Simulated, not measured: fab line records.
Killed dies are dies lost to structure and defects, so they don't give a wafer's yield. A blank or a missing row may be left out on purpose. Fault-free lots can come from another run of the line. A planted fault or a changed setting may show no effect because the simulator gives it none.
Which of the tools did it?	flow n5Finfet	23 lots with 69 wafers sampled at 3 steps, on a route of 1938 steps

WHAT EACH GAUGE READ, for each wafer
N5_BEOL_M11_OVL_MEAS_12.
lot	measured	on	M11_OVL (nm)
L074	day 10 12:33	overlay-02	0.5 0.2 0.5
L076	day 10 14:17	overlay-02	0.8 -0.6 1.3
L077	day 11 07:46	overlay-01	-0.1 0.8 0.0
L075	day 11 11:31	overlay-02	0.5 -0.7 -0.4
L079	day 11 17:07	overlay-02	-0.3 1.3 -0.3
L078	day 11 17:26	overlay-02	0.3 0.2 1.1
L080	day 12 11:41	overlay-01	-1.3 -1.5 -0.9
L082	day 12 11:43	overlay-02	0.0 0.3 0.2
L083	day 12 13:44	overlay-01	0.7 0.3 -0.1
L085	day 12 19:20	overlay-02	-0.7 0.3 0.8
L081	day 12 19:29	overlay-02	-0.2 -0.2 0.8
L084	day 13 19:59	overlay-02	2.0 1.2 -0.6
L087	day 14 08:53	overlay-02	0.5 0.9 0.3
L086	day 14 09:17	overlay-02	0.8 -0.6 0.8
L088	day 14 10:37	overlay-02	-1.5 0.0 0.3
L089	day 14 13:37	overlay-01	1.3 0.0 -0.3
L090	day 14 19:28	overlay-02	1.3 0.6 0.6
L091	day 14 23:00	overlay-01	0.0 0.8 1.4
L093	day 15 18:29	overlay-02	0.3 1.4 0.8
L094	day 15 18:53	overlay-01	0.2 1.7 0.8
L095	day 16 02:41	overlay-02	1.0 1.5 1.2
L096	day 16 16:29	overlay-01	-0.4 0.7 -0.2
L097	day 17 02:55	overlay-02	0.8 1.6 1.3

N5_BEOL_M11_INSPECT_13: inspects for defects (brightfield).
lot	measured	on	rawDefectCount
L074	day 10 12:34	defectInspect-01	384 337 435
L076	day 10 14:18	defectInspect-01	498 410 360
L077	day 11 07:48	defectInspect-01	376 379 486
L075	day 11 11:32	defectInspect-01	365 337 368
L079	day 11 17:08	defectInspect-01	398 395 325
L078	day 11 17:28	defectInspect-01	359 278 322
L080	day 12 11:43	defectInspect-01	573 640 334
L082	day 12 11:45	defectInspect-02	647 497 606
L083	day 12 13:46	defectInspect-02	316 317 360
L085	day 12 19:22	defectInspect-01	495 693 306
L081	day 12 19:31	defectInspect-02	409 297 323
L084	day 13 20:00	defectInspect-01	520 255 404
L087	day 14 08:55	defectInspect-01	349 281 298
L086	day 14 09:18	defectInspect-01	286 294 318
L088	day 14 10:38	defectInspect-02	539 518 542
L089	day 14 13:38	defectInspect-02	578 557 377
L090	day 14 19:29	defectInspect-02	489 389 405
L091	day 14 23:01	defectInspect-02	408 280 325
L093	day 15 18:31	defectInspect-01	497 381 345
L094	day 15 18:55	defectInspect-01	530 418 474
L095	day 16 02:43	defectInspect-02	328 269 272
L096	day 16 16:30	defectInspect-01	436 387 520
L097	day 17 02:56	defectInspect-01	304 370 353

EACH LOT AND THE TOOL THAT RAN IT (in order: tool; ch and the chambers of the sampled wafers; start)
lot	N5_BEOL_M10_SPUTTER_48
L074	pvdSputter-03, day 10 07:57
L076	pvdSputter-01, day 10 11:58
L077	pvdSputter-01, day 11 04:28
L075	pvdSputter-02, day 11 07:40
L079	pvdSputter-01, day 11 12:59
L078	pvdSputter-01, day 11 13:38
L080	pvdSputter-02, day 12 07:29
L082	pvdSputter-01, day 12 08:02
L083	pvdSputter-02, day 12 10:52
L085	pvdSputter-02, day 12 16:09
L081	pvdSputter-02, day 12 16:14
L084	pvdSputter-03, day 13 12:44
L087	pvdSputter-01, day 14 05:45
L086	pvdSputter-02, day 14 06:53
L088	pvdSputter-02, day 14 07:14
L089	pvdSputter-03, day 14 09:40
L090	pvdSputter-03, day 14 16:11
L091	pvdSputter-01, day 14 18:25
L093	pvdSputter-03, day 15 13:02
L094	pvdSputter-03, day 15 13:41
L095	pvdSputter-02, day 15 20:23
L096	pvdSputter-01, day 16 12:44
L097	pvdSputter-02, day 16 23:02
- N5_BEOL_M10_SPUTTER_48: material Cu, target thk 12 nm, time 2 s.

WHAT THE TOOLS THEMSELVES READ (means of the sampled wafers that have a number; where no wafer has one, the mark that the record gives instead)
N5_BEOL_M10_SPUTTER_48.
lot	tool	chuckGasFlowSccm (sccm)	substrateTempC (C)	throttleValvePct (%)
L074	pvdSputter-03	1.20	-20.04	30.5
L076	pvdSputter-01	1.22	-19.98	30.0
L077	pvdSputter-01	1.27	-20.00	30.4
L075	pvdSputter-02	1.33	-19.98	30.2
L079	pvdSputter-01	1.24	-19.88	29.2
L078	pvdSputter-01	1.27	-20.09	29.8
L080	pvdSputter-02	1.30	-20.00	29.5
L082	pvdSputter-01	1.28	-20.04	29.3
L083	pvdSputter-02	1.27	-19.98	29.0
L085	pvdSputter-02	1.27	-20.06	29.2
L081	pvdSputter-02	1.25	-20.02	29.7
L084	pvdSputter-03	1.24	-19.96	30.1
L087	pvdSputter-01	1.26	-19.90	30.9
L086	pvdSputter-02	1.25	-20.06	29.0
L088	pvdSputter-02	1.22	-20.08	29.6
L089	pvdSputter-03	1.26	-20.08	31.0
L090	pvdSputter-03	1.21	-20.00	30.6
L091	pvdSputter-01	1.22	-20.01	29.7
L093	pvdSputter-03	1.26	-20.04	30.3
L094	pvdSputter-03	1.20	-19.95	30.4
L095	pvdSputter-02	1.28	-20.09	29.4
L096	pvdSputter-01	1.23	-19.98	30.1
L097	pvdSputter-02	1.28	-20.05	29.6

THE ANSWER, worked out from the rows above alone
Rule: the usual values come from the lots themselves. The widest of any qualifying gaps counts: lots, ordered by their means at a reading, are off when they make up no more than a third of the lots, leave a main group of 4 or more, and stand apart from it by 3 or more times the standard deviation of that group's means. Not used: any main group whose means are identical at the precision the tables above print for the reading. A lot without any number at a reading at which 4 lots or more have one is off too. Where the step has rows for the other lots, those lots are counted as sound. First the gauges in route order, then the tools' own readings, where a lot's mean is used as printed above. The first step at which some lot is off is used, and at that step the reading that is off furthest; a lot without a number counts as furthest.
No lot is off on any of the readings shown, so nothing can be concluded from this.

WHAT HAD BEEN PUT IN BY THE SIMULATOR
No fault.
